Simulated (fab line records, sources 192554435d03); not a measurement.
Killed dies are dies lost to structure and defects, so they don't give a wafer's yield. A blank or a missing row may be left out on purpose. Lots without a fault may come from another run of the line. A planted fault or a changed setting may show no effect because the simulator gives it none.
Split-lot experiment | flow n5_finfet | 7 lots, 21 wafers read, on a route of 1938 steps

THE SPLIT
At N5_BEOL_M4_COAT_05 (resist thk 30 nm), the setting spin_rpm was moved away from the recipe's 1500 rpm on 6 of the 21 wafers read, by -10.4% to +10.6%. The other wafers ran this setting at the recipe's value.

The file shows no step between the split and the reading.

THE READING
CAR-EUV_of_BEOL_M4_COAT_05.thk_nm (the simulator's own value, which no gauge read), in nm, at N5_BEOL_M4_DESCUM_16 (chemistry O2, time 7 s). The file gives no usual value for it. The 15 wafers here that ran the recipe average 26.1 nm, standard deviation 0.12 nm.

wafer  | tool, chamber at the split | spin_rpm as run, rpm | against the recipe | CAR-EUV_of_BEOL_M4_COAT_05.thk_nm, nm | against lot-mates on the recipe
L077.2 | litho_track-05, 0          | 1500                 | recipe             | 26                                    | -
L077.3 | litho_track-05, 0          | 1500                 | recipe             | 26                                    | -
L077.6 | litho_track-05, 0          | 1344                 | -10.4%             | 27.8                                  | +1.8
L075.3 | litho_track-05, 0          | 1500                 | recipe             | 26.2                                  | -
L075.6 | litho_track-05, 0          | 1500                 | recipe             | 26.2                                  | -
L075.5 | litho_track-05, 0          | 1500                 | recipe             | 26.4                                  | -
L079.1 | litho_track-02, 0          | 1500                 | recipe             | 26                                    | -
L079.3 | litho_track-02, 0          | 1583                 | +5.5%              | 25.2                                  | -0.8
L079.6 | litho_track-02, 0          | 1583                 | +5.5%              | 25.4                                  | -0.6
L085.2 | litho_track-04, 0          | 1385                 | -7.7%              | 27.4                                  | +1.2
L085.5 | litho_track-04, 0          | 1500                 | recipe             | 26.2                                  | -
L085.6 | litho_track-04, 0          | 1500                 | recipe             | 26.2                                  | -
L089.3 | litho_track-04, 0          | 1500                 | recipe             | 26                                    | -
L089.4 | litho_track-04, 0          | 1500                 | recipe             | 26.2                                  | -
L089.6 | litho_track-04, 0          | 1365                 | -9.0%              | 27.4                                  | +1.3
L091.1 | litho_track-05, 0          | 1659                 | +10.6%             | 25                                    | -1.0
L091.4 | litho_track-05, 0          | 1500                 | recipe             | 26                                    | -
L091.6 | litho_track-05, 0          | 1500                 | recipe             | 26                                    | -
L096.1 | litho_track-02, 0          | 1500                 | recipe             | 26                                    | -
L096.5 | litho_track-02, 0          | 1500                 | recipe             | 26                                    | -
L096.6 | litho_track-02, 0          | 1500                 | recipe             | 26.2                                  | -

THE FIT
A straight line over all 21 wafers: CAR-EUV_of_BEOL_M4_COAT_05.thk_nm changes by -0.141 nm for each +1% of spin_rpm; r = -0.97; the points scatter about the line by 0.16 nm.
The same after taking each lot's own level away (the mean of its wafers on the recipe; 21 wafers): -0.137 nm for each +1%; r = -0.98; scatter 0.15 nm.
On that fit, the largest move of spin_rpm shifts the reading by 1.5 nm.
The lots' own levels span 26.00 to 26.27 nm, that is 2.2 times the standard deviation above.
So the lot-to-lot level changes the slope little: the two slopes agree.
Check: with one of the wafers moved furthest among these (+10.6%) left out of the fit, the line predicts -1.59 nm for it against its lot-mates. It came out at -1 nm against them.

OTHER SPLITS ON THESE WAFERS
These wafers also went through other splits before the reading. Each is held against what the fit with the lots' levels taken away leaves over:
other split on the same wafers | wafers away from the commonest value | r with CAR-EUV_of_BEOL_M4_COAT_05.thk_nm (lot level and that fit taken away)
N5_BEOL_M2_ETCH_69 bias_w      | 12                                   | +0.00
N5_BEOL_M3_COAT_76 spin_rpm    | 4                                    | +0.43
N5_BEOL_M3_COAT_22 spin_rpm    | 7                                    | -0.08

THE WHOLE CHAIN: every reading that the file lists as answering this split, in the file's order
step                 | what it does           | reading                                                                            | change (the file's fit)               | r (the file's)
N5_BEOL_M4_COAT_05   | resist thk 30 nm       | CAR-EUV_of_BEOL_M4_COAT_05.thk_nm (the simulator's own value, which no gauge read) | -0.15 nm for each +1% of the setting  | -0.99
N5_BEOL_M4_DESCUM_16 | chemistry O2, time 7 s | CAR-EUV_of_BEOL_M4_COAT_05.thk_nm (the simulator's own value, which no gauge read) | -0.138 nm for each +1% of the setting | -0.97

THE FILE'S OWN FIT
CAR-EUV_of_BEOL_M4_COAT_05.thk_nm changes by -0.138 nm for each +1% of spin_rpm, r = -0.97.
